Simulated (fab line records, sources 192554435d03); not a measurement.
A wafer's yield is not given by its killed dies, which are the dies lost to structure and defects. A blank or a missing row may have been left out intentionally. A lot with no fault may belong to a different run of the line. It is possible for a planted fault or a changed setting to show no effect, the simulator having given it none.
fab line records	flow n5-finfet
record: lots: 10	wafers: 30	last-day: 19
route steps=1938 shown FIN_CUT@174 STI_FIN_REVEAL@190
lots that met no fault: from a run of the same line without faults
start-h: hours from the record's first day to the start of the lot's first wafer shown	wait-h: how many hours have passed since the lot's step before this one	" as in the row above	L1.1+2: a single row standing in for several wafers	- value missing, or start not given	* or withheld: withheld	< > ~ a bound
route shown NAME@n: NAME is a module with steps in the file, n the number in the route of the first one	usual: average and standard deviation across the fault-free wafers	same: alike in all rows	chamber/n: place in a boat	sites: readings site by site	_std_site: the standard deviation of these	_edge_site: the outer-site mean with the inner-site mean subtracted	radius-mm: for every site, how far away it sits from the centre of the wafer	mask NAME#n: copy n	behind: the tool/chamber that last shaped the wafer	hold: why the lot was held/for how many hours/how that ended	device: the n, p or np transistor that did not switch	end of line: the same wafers' tests at the end of the route	where a step has no rows: the recipe by itself	killed: not the wafer's yield, but the dies lost to structure and defects at the first sort	map: a wafer's dies, marking killed ones x, the rest . and places with no die _
set.NAME: setting as actually run; set.NAME@STEP: the setting as run at that earlier step	model.NAME: the simulator's own value behind a step, which no gauge read
the route's steps for a sample of lots (tables are steps, rows are wafers)
services: the hour from which a tool's chamber was out of use, counted from the record's first day as start-h (under 0 if before that day), plus the number of hours and why
== steps ==
step: N5_FIN_CUT_CUT_ETCH_27
recipe: chemistry: CHF3/O2	target: SiO2	target-depth-a: 40	mask-material: SOC	overetch-a: 20	time-s: 4.9	pressure-mtorr: 30	source-w: 650	bias-w: 170	Ar_flow_sccm: 200	CHF3_flow_sccm: 50	O2_flow_sccm: 5	ion-energy-ev: 200
usual: drypump-motor-current-A: 5.7/0.36	oes-product-au: 0.60/0.041	rf-vpp-V: 524/6.8	showerhead-plenum-p-Torr: 2.40/0.069	throttle-valve-pct: 19.03/0.22
lot.wafer	tool	chamber	start-h	wait-h	drypump-motor-current-A	oes-product-au	rf-hours-counter-h	rf-vpp-V	showerhead-plenum-p-Torr	throttle-valve-pct
L240.2	rie-diel-03	0	33.68	0.0	5.4	0.62	135	534	2.43	18.90
L240.3	"	1	"	"	5.9	0.57	211	533	2.28	19.20
L240.5	"	3	"	"	5.5	0.62	-	516	2.41	19.15
L242.3	rie-diel-02	2	46.38	0.0	5.6	0.59	157	510	2.41	19.11
L242.5	"	1	"	"	5.6	0.60	-	532	2.51	18.99
L242.6	"	2	"	"	5.6	0.59	-	507	2.41	19.10
L243.1	rie-diel-02	0	53.88	0.0	5.8	0.73	15	527	2.37	18.38
L243.2	"	3	"	"	5.1	0.54	237	530	2.30	19.34
L243.3	"	2	"	"	5.6	0.59	159	507	2.41	19.10
L244.2	rie-diel-02	3	60.03	0.0	5.1	0.55	238	530	2.30	19.35
L244.4	"	1	"	"	5.6	0.60	149	530	2.51	18.99
L244.6	"	3	"	"	5.0	0.55	-	529	2.30	19.36
L253.2	rie-diel-01	1	114.62	0.0	6.1	0.60	165	526	2.41	19.11
L253.5	"	2	"	"	5.5	0.60	-	524	2.49	19.14
L253.6	"	1	"	"	6.0	0.60	-	526	2.41	19.10
L257.4	rie-diel-03	1	137.31	0.0	5.9	0.55	243	534	2.27	19.25
L257.5	"	3	"	"	5.4	0.59	-	517	2.40	19.19
L257.6	"	0	"	"	5.4	0.60	-	530	2.42	18.95
L258.1	rie-diel-03	2	142.83	0.0	5.3	0.61	132	521	2.41	19.10
L258.2	"	3	"	"	5.5	0.59	184	515	2.40	19.20
L258.4	"	1	"	"	5.9	0.56	244	534	2.27	19.26
L259.1	rie-diel-01	1	147.95	0.0	6.0	0.60	174	527	2.41	19.11
L259.2	"	0	"	"	5.7	0.57	177	522	2.41	19.04
L259.3	"	3	"	"	6.4	0.58	173	528	2.29	18.85
L260.1	rie-diel-01	3	153.45	0.0	6.5	0.58	176	529	2.29	18.87
L260.4	"	1	"	"	6.0	0.59	-	527	2.41	19.13
L260.5	"	3	"	"	6.4	0.58	-	528	2.29	18.86
L262.1	rie-diel-03	0	165.97	0.0	5.4	0.59	176	532	2.41	18.96
L262.5	"	3	"	"	5.5	0.59	-	516	2.40	19.21
L262.6	"	2	"	"	5.3	0.60	-	522	2.40	19.09
step: N5_STI_FIN_REVEAL_ETCHBACK_08
recipe: chemistry: C4F6/O2	target: SiO2	target-depth-a: 305	time-s: 10.167	ion-energy-ev: 250	pressure-mtorr: 30	source-w: 345	bias-w: 185	Ar_flow_sccm: 300	C4F6_flow_sccm: 10	O2_flow_sccm: 10
usual: drypump-motor-current-A: 5.67/0.26	oes-product-au: 0.81/0.11	rf-vpp-V: 668/13	showerhead-plenum-p-Torr: 2.90/0.1	throttle-valve-pct: 21.13/0.24
lot.wafer	tool	chamber	start-h	wait-h	drypump-motor-current-A	oes-product-au	rf-hours-counter-h	rf-vpp-V	showerhead-plenum-p-Torr	throttle-valve-pct
L240.2	rie-diel-06	3	40.54	0.3	5.27	0.73	202	654	2.95	21.02
L240.3	"	0	"	"	5.56	0.97	1	666	3.02	21.09
L240.5	"	1	"	"	5.61	0.92	-	678	2.81	20.92
L242.3	rie-diel-06	1	53.09	0.1	5.64	0.91	32	678	2.80	20.93
L242.5	"	3	"	"	5.27	0.72	-	655	2.95	21.03
L242.6	"	0	"	"	5.56	0.94	-	664	3.02	21.10
L243.1	rie-diel-04	3	61.93	0.2	6.04	0.99	2	695	3.05	21.14
L243.2	"	1	"	"	6.00	0.68	223	666	2.91	21.36
L243.3	"	2	"	"	5.45	0.72	178	658	2.72	21.57
L244.2	rie-diel-05	0	67.43	0.2	5.56	0.83	72	666	2.87	20.76
L244.4	"	2	"	"	6.14	0.91	29	659	2.90	21.27
L244.6	"	1	"	"	5.80	0.69	-	665	2.92	20.96
L253.2	rie-diel-04	3	121.26	0.3	6.03	0.91	22	695	3.04	21.16
L253.5	"	2	"	"	5.47	0.70	-	657	2.71	21.60
L253.6	"	1	"	"	6.03	0.66	-	664	2.90	21.42
L257.4	rie-diel-04	0	143.98	0.4	5.43	0.69	-	676	2.83	21.13
L257.5	"	2	"	"	5.45	0.69	-	656	2.71	21.64
L257.6	"	3	"	"	6.00	0.90	-	694	3.03	21.19
L258.1	rie-diel-04	2	149.00	0.2	5.45	0.70	210	657	2.71	21.65
L258.2	"	3	"	"	6.03	0.89	34	695	3.03	21.19
L258.4	"	2	"	"	5.45	0.69	-	656	2.71	21.62
L259.1	rie-diel-05	3	154.28	0.3	5.90	0.68	245	649	2.83	21.51
L259.2	"	0	"	"	5.63	0.79	106	665	2.86	20.79
L259.3	"	2	"	"	6.15	0.84	62	657	2.88	21.31
L260.1	rie-diel-04	0	160.31	0.2	5.38	0.68	225	676	2.82	21.12
L260.4	"	1	"	"	6.02	0.98	3	664	2.90	21.00
L260.5	"	1	"	"	5.98	0.98	-	665	2.90	20.98
L262.1	rie-diel-04	2	172.11	0.2	5.48	0.69	219	658	2.71	21.64
L262.5	"	0	"	"	5.48	0.68	-	675	2.82	21.15
L262.6	"	1	"	"	6.01	0.97	-	663	2.90	21.02
step: N5_STI_FIN_REVEAL_ETCH_34
recipe: chemistry: H2	mode: isotropic	material: Si	target: Si	target-depth-a: 9.7	temp-c: 20	pressure-mtorr: 4.5	icp-w: 300	bias-w: 0	h2-flow-sccm: 7.5	he-flow-sccm: 142.5
usual: drypump-motor-current-A: 5.9/0.53	oes-product-au: 0.996/0.013	throttle-valve-pct: 25.8/0.4
lot.wafer	tool	chamber	start-h	wait-h	drypump-motor-current-A	oes-product-au	rf-hours-counter-h	throttle-valve-pct
L240.2	rie-si-04	3	42.89	0.1	6.0	0.991	175	26.1
L240.3	"	2	"	"	5.8	1.008	114	25.7
L240.5	"	3	"	"	6.0	0.986	-	26.1
L242.3	rie-si-02	2	55.50	0.1	5.6	1.019	97	25.9
L242.5	"	3	"	"	6.7	0.997	-	25.6
L242.6	"	2	"	"	5.6	1.011	-	25.9
L243.1	rie-si-04	2	64.28	0.2	5.8	1.008	114	25.7
L243.2	"	1	"	"	5.4	0.982	18	26.4
L243.3	"	0	"	"	4.8	0.995	86	25.8
L244.2	rie-si-06	0	69.78	0.1	6.5	0.997	88	25.8
L244.4	"	1	"	"	6.4	0.982	63	25.2
L244.6	"	3	"	"	6.0	1.022	-	25.1
L253.2	rie-si-02	3	123.62	0.1	6.7	1.006	99	25.6
L253.5	"	3	"	"	6.7	1.010	-	25.6
L253.6	"	2	"	"	5.6	1.014	-	25.8
L257.4	rie-si-06	3	146.34	0.1	6.0	1.010	35	25.1
L257.5	"	3	"	"	6.0	1.025	-	25.1
L257.6	"	2	"	"	6.4	0.992	-	25.3
L258.1	rie-si-02	2	151.34	0.2	5.6	1.010	99	25.9
L258.2	"	3	"	"	6.7	0.989	99	25.5
L258.4	"	1	"	"	6.3	0.977	49	26.4
L259.1	rie-si-04	3	157.16	0.2	6.0	0.999	177	26.2
L259.2	"	0	"	"	4.8	0.988	88	25.8
L259.3	"	2	"	"	5.8	1.006	116	25.7
L260.1	rie-si-04	1	162.73	0.2	5.4	0.993	19	26.3
L260.4	"	0	"	"	4.8	1.003	88	25.8
L260.5	"	1	"	"	5.4	1.007	-	26.4
L262.1	rie-si-02	2	174.48	0.2	5.6	1.006	99	25.8
L262.5	"	3	"	"	6.7	1.003	-	25.6
L262.6	"	0	"	"	5.7	0.978	-	26.3
step: N5_STI_FIN_REVEAL_OXIDATION_31
recipe: chemistry: O2_PLASMA_REMOTE	temp-c: 150	time-s: 20	pressure-mtorr: 1000	source-power-w: 2000	o2-flow-sccm: 3000
usual: drypump-motor-current-A: 5.43/0.12	heater-power-w: 144/4.3
lot.wafer	tool	chamber	start-h	wait-h	drypump-motor-current-A	heater-power-w	rf-hours-counter-h
L240.2	plasma-asher-01	0	43.21	0.3	5.63	143	28
L240.3	"	1	"	"	5.28	136	-
L240.5	"	1	"	"	5.27	138	-
L242.3	plasma-asher-02	0	55.58	0.1	5.42	147	-
L242.5	"	1	"	"	5.41	148	-
L242.6	"	0	"	"	5.43	144	-
L243.1	plasma-asher-02	1	64.34	0.0	5.39	147	78
L243.2	"	0	"	"	5.47	144	78
L243.3	"	0	"	"	5.45	146	-
L244.2	plasma-asher-02	1	69.84	0.0	5.39	147	80
L244.4	"	1	"	"	5.39	144	-
L244.6	"	1	"	"	5.40	144	-
L253.2	plasma-asher-01	1	123.68	0.0	5.30	143	45
L253.5	"	1	"	"	5.28	139	-
L253.6	"	0	"	"	5.58	145	-
L257.4	plasma-asher-01	0	146.43	0.1	5.59	144	-
L257.5	"	1	"	"	5.28	140	-
L257.6	"	0	"	"	5.57	142	-
L258.1	plasma-asher-01	0	151.40	0.0	5.59	147	48
L258.2	"	1	"	"	5.29	139	48
L258.4	"	1	"	"	5.31	137	-
L259.1	plasma-asher-01	0	157.22	0.0	5.58	143	49
L259.2	"	1	"	"	5.25	140	49
L259.3	"	1	"	"	5.28	141	-
L260.1	plasma-asher-02	0	162.79	0.0	5.38	148	104
L260.4	"	0	"	"	5.47	146	-
L260.5	"	0	"	"	5.44	146	-
L262.1	plasma-asher-02	1	174.54	0.0	5.39	144	105
L262.5	"	1	"	"	5.39	148	-
L262.6	"	0	"	"	5.41	147	-
step: N5_STI_FIN_REVEAL_CD_MEAS_22
recipe: target-cd-nm: 6.238	pitch-nm: 28	polarity: line
usual: cd-nm: 6.23/0.24
lot.wafer	tool	chamber	start-h	wait-h	cd-nm
L240.2	cd-sem-03	-	43.73	0.0	6.01
L240.3	"	-	"	"	6.28
L240.5	"	-	"	"	5.59
L242.3	cd-sem-03	-	56.08	0.0	6.29
L242.5	"	-	"	"	6.22
L242.6	"	-	"	"	5.94
L243.1	cd-sem-02	-	64.86	0.0	5.82
L243.2	"	-	"	"	6.30
L243.3	"	-	"	"	6.06
L244.2	cd-sem-03	-	70.40	0.0	6.26
L244.4	"	-	"	"	7.09
L244.6	"	-	"	"	6.29
L253.2	cd-sem-03	-	124.20	0.0	6.41
L253.5	"	-	"	"	6.50
L253.6	"	-	"	"	6.23
L257.4	cd-sem-02	-	146.93	0.0	6.37
L257.5	"	-	"	"	6.15
L257.6	"	-	"	"	6.14
L258.1	cd-sem-01	-	151.92	0.0	6.00
L258.2	"	-	"	"	6.59
L258.4	"	-	"	"	5.69
L259.1	cd-sem-01	-	157.73	0.0	5.89
L259.2	"	-	"	"	6.57
L259.3	"	-	"	"	6.07
L260.1	cd-sem-03	-	163.34	0.0	6.89
L260.4	"	-	"	"	6.41
L260.5	"	-	"	"	6.63
L262.1	cd-sem-03	-	175.06	0.0	6.16
L262.5	"	-	"	"	5.98
L262.6	"	-	"	"	6.28
== services ==
tool	chamber	start-h	hours	kind
rie-diel-06	0	10.03	3.8	repair
rie-diel-05	0	11.61	10.1	repair
rie-diel-01	-	17.80	4.0	pm
rie-diel-06	-	19.24	2.8	pm
rie-si-02	-	22.86	15.6	pm
rie-si-04	1	36.53	6.8	repair
rie-diel-03	3	40.81	3.0	repair
plasma-asher-02	-	41.10	2.8	pm
rie-si-02	0	42.45	17.5	repair
rie-diel-04	1	43.45	2.5	repair
rie-diel-04	-	48.49	0.8	repair
rie-diel-01	1	60.30	3.8	repair
rie-si-02	3	62.56	3.8	repair
rie-diel-03	2	73.79	3.4	repair
plasma-asher-01	-	79.42	4.2	repair
rie-si-04	1	87.74	6.0	repair
rie-diel-02	2	88.89	6.0	repair
rie-diel-03	0	96.09	2.1	repair
rie-diel-04	0	120.85	5.2	repair
rie-diel-03	1	123.37	2.8	repair
rie-diel-01	1	129.06	5.2	repair
plasma-asher-01	-	129.65	14.6	pm
rie-diel-01	1	149.61	2.3	repair
rie-diel-01	2	150.61	2.8	repair
== key ==
first-sign: step: N5_STI_FIN_REVEAL_CD_MEAS_22	reading: cd-nm	direction: up	sigmas: 3.5	usual: 6.23	struck: 7.09
effect none on later readings
met-at N5_STI_FIN_REVEAL_OXIDATION_31
struck-lots L244
struck-wafers L244.4
tester-left-out L244
not-acting-at N5_FIN_CUT_CUT_ETCH_27,N5_STI_FIN_REVEAL_ETCHBACK_08,N5_STI_FIN_REVEAL_ETCH_34
onset-between 64.34 69.84
fault: kind: process-parameter-drift	tool: plasma-asher-02	chamber: -	onset-h: 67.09	steps: N5_STI_FIN_REVEAL_OXIDATION_31	channel: time-s	offset: *	shape: step	end-h: 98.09	scope: struck-wafers-only	acts-in: *	stated: *
tester-left-out: of these lots the tester's yield and bins aren't shown, on N5 and GAA mostly nor the transistor test; their killed dies are dies lost to structure and defects alone, not to doping, threshold or leakage, so they don't give the yield
